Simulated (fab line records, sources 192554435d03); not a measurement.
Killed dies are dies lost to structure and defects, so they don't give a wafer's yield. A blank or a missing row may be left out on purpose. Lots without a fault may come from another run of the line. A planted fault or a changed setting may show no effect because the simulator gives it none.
Chamber matching | flow n5_finfet | N5_BEOL_M14_DEP_53 on pecvd-02: 3 sister chambers
The step deposits SiCN from 3MS/NH3, target thk 50 nm, time 17.8 s. 6 wafers are shown with their chamber, then 9 later ones without.

WAFERS WITH THEIR CHAMBER
wafer  | chamber | throttle_valve_pct (%) | showerhead_plenum_p_Torr (Torr)
L080.6 | 2       | 16.2                   | 4.168
L084.1 | 2       | 16.1                   | 4.159
L084.2 | 1       | 18.5                   | 4.164
L083.2 | 0       | 17.9                   | 4.192
L083.4 | 0       | 18.1                   | 4.179
L083.6 | 1       | 18.7                   | 4.154

WAFERS WITHOUT THEIR CHAMBER
wafer  | throttle_valve_pct (%) | showerhead_plenum_p_Torr (Torr)
L087.1 | 18.3                   | 4.155
L087.5 | 18.1                   | 4.198
L087.6 | 18.7                   | 4.161
L089.1 | 18.2                   | 4.181
L089.3 | 18.7                   | 4.171
L089.4 | 18.6                   | 4.171
L088.1 | 16.2                   | 4.153
L088.4 | 18.1                   | 4.185
L088.5 | 16.2                   | 4.151

WHICH CHAMBER EACH WENT THROUGH
wafer  | from the rows above | in truth
L087.1 | 1                   | 1
L087.5 | 0                   | 0
L087.6 | 1                   | 1
L089.1 | 0                   | 0
L089.3 | 1                   | 1
L089.4 | 1                   | 1
L088.1 | 2                   | 2
L088.4 | 0                   | 0
L088.5 | 2                   | 2
Placed correctly: 9 of 9. Can't be placed from these rows: 0. Placed wrongly: 0.
How it was worked out, from the rows above alone: a wafer's distance from a chamber is the root of the sum, over the readings, of the square of ((its reading less the chamber's mean) divided by the reading's scatter). The wafer belongs to the nearest chamber; if the next one is less than 2 further off, it can't be placed. A chamber's mean is the mean of its shown wafers. The scatter: the root of (the sum of the squares of (reading less its chamber's mean) over the shown wafers, divided by (wafers less chambers)).
